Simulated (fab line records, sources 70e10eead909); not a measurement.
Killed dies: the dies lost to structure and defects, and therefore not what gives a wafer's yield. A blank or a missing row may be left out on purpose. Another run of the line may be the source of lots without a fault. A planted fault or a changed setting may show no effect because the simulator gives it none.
Chamber matching    flow nand_harc    NHARC_A_STAIRCASE_DEP_417 on pecvd-04: 3 sister chambers
The step deposits Si3N4, target thk 60 nm. 20 wafers are shown with their chamber, then 10 later ones without.

## WAFERS WITH THEIR CHAMBER
wafer   chamber  heater_power_w (W)
L074.2  0        643
L074.4  2        792
L074.6  1        679
L077.1  0        657
L077.3  1        776
L077.4  1        752
L079.2  0        683
L079.5  1        809
L079.6  2        785
L084.1  1        678
L084.3  0        601
L084.6  2        713
L085.1  1        662
L085.2  0        691
L085.6  2        764
L085.3  2        760
L085.4  1        673
L085.5  0        669
L086.4  0        703
L086.5  0        719

SIGNATURES (means of the wafers above)
reading         chamber 0  chamber 1  chamber 2  scatter within a chamber
heater_power_w  670.75     718.43     762.80     45.2
Rule: a wafer lies at a distance from a chamber equal to the root of the sum of squares, over the readings, of (its reading less the chamber's mean, divided by the reading's scatter). If the next closest chamber is less than 2 further off than the closest, the wafer can't be placed; otherwise it belongs to the closest. How the scatter is found: for the shown wafers, subtract from each reading the mean of its chamber, square and add these, divide the total by (wafers less chambers), then take the root.

## WAFERS WHOSE CHAMBER IS MISSING
wafer   heater_power_w (W)
L086.6  773
L090.1  795
L090.4  754
L090.6  720
L094.3  706
L094.5  578
L094.6  682
L096.2  802
L096.5  786
L096.6  806

## CHAMBER TAKEN BY EACH
wafer   from the rows above           in truth
L086.6  can't be placed: 2 or 1       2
L090.1  can't be placed: 2 or 1       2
L090.4  can't be placed: 2 or 1 or 0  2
L090.6  can't be placed: 1 or 2 or 0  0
L094.3  can't be placed: 1 or 0 or 2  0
L094.5  can't be placed: 0 or 1       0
L094.6  can't be placed: 0 or 1 or 2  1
L096.2  can't be placed: 2 or 1       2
L096.5  can't be placed: 2 or 1       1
L096.6  can't be placed: 2 or 1       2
Correctly placed: 0 of 10. Can't be placed from these rows: 10 (the true chamber is among the candidates in 10). 0 placed wrongly.
